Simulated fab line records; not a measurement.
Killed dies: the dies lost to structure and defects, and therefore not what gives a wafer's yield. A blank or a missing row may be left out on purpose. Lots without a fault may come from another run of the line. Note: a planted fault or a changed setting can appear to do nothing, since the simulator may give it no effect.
One fault seen from 2 desks -- flow n5 finfet -- each desk holds nothing but its own numbers, with what lay behind them at the end

TOOL OWNER'S DESK, rie diel-03
The tool's own readings at N5_MOL_CONTACT_COAG_VIA_ETCH_117 (etches SiO2 in C4F6/O2, target depth 40 nm, overetch 8 nm, time 26 s): means of the sampled wafers that have a number, for each lot that ran on this tool. If a lot's mean is further than 4 standard deviations from the usual mean, the lot is out of limits and carries the mark OUT (the distance appears in the brackets).
Columns: A = C4F6_flow_sccm at N5_MOL_CONTACT_COAG_VIA_ETCH_117, usual 10.00 sccm; B = drypump motor current A at N5_MOL_CONTACT_COAG_VIA_ETCH_117, usual 5.9 A; C = oes product au at N5_MOL_CONTACT_COAG_VIA_ETCH_117, usual 0.70 a.u.; D = rf vpp V at N5_MOL_CONTACT_COAG_VIA_ETCH_117, usual 1591 V; E = showerhead plenum p Torr at N5_MOL_CONTACT_COAG_VIA_ETCH_117, usual 2.82 Torr; F = throttle valve pct at N5_MOL_CONTACT_COAG_VIA_ETCH_117, usual 41.1 %
lot,first seen here,A,B,C,D,E,F
L325,day 6 23:35,10.00,5.8,0.69,1572,2.79,40.7
L327,day 7 09:26,9.98,6.2,0.66,1591,2.75,40.9
L329,day 7 22:37,9.98,5.8,0.67,1591,2.77,41.1
L332,day 8 17:32,10.02,6.1,0.67,1567,2.79,40.8
L334,day 9 02:08,9.99,5.8,0.67,1565,2.81,41.0
Result from this desk: across the 5 lots, nothing is out of limits.

THE METROLOGY DESK
Lot by lot, what the gauges showed, no matter which tool ran the lot: averages of those sampled wafers that carry a number. If a lot's mean is further than 4 standard deviations from the usual mean, the lot is out of limits and carries the mark OUT (the distance appears in the brackets). Only the readings that lie furthest out on some lot appear, 7 of the 11 it has.
Columns: A = DIBL_N at N5_BEOL_M4_RC_MEAS_101, usual 37.2 mV/V; B = DIBL_P at N5_BEOL_M4_RC_MEAS_101, usual 37.3 mV/V; C = ION_N at N5_BEOL_M4_RC_MEAS_101, usual 678 uA/um; D = ION_P at N5_BEOL_M4_RC_MEAS_101, usual 462 uA/um; E = SS_N at N5_BEOL_M4_RC_MEAS_101, usual 71.8 mV/dec; F = SS_P at N5_BEOL_M4_RC_MEAS_101, usual 73.5 mV/dec; G = cd nm at N5_PASSIVATION_CD_MEAS_30, usual 3998.9 nm
lot,first seen here,A,B,C,D,E,F,G
L318,day 8 10:58,37.2,37.3,672,455,72.2,72.9,4000.5
L325,day 10 02:04,40.1,41.0,684,465,72.3,73.5,3999.8
L328,day 10 08:14,38.4,38.5,685,460,71.7,73.5,3999.5
L327,day 10 08:16,36.4,35.3,684,468,71.0,72.6,3998.5
L329,day 11 06:01,35.6,35.3,669,466,71.0,72.8,3995.8
L333,day 11 19:28,37.2,36.1,678,462,71.7,73.5,4000.1
L332,day 12 00:30,37.9,36.1,676,466,70.8,73.2,3999.1
L334,day 12 03:13,35.4,37.4,682,458,71.5,73.5,3998.9
L340,day 13 13:22,36.7,38.8,665,453,72.2,73.9,3999.6
Result from this desk: across the 9 lots, nothing is out of limits.

ALL TOGETHER
The desk of the tool owner found nothing out of limits.
Metrology desk: nothing out of limits seen.

WHAT THE SIMULATOR HAD PUT IN
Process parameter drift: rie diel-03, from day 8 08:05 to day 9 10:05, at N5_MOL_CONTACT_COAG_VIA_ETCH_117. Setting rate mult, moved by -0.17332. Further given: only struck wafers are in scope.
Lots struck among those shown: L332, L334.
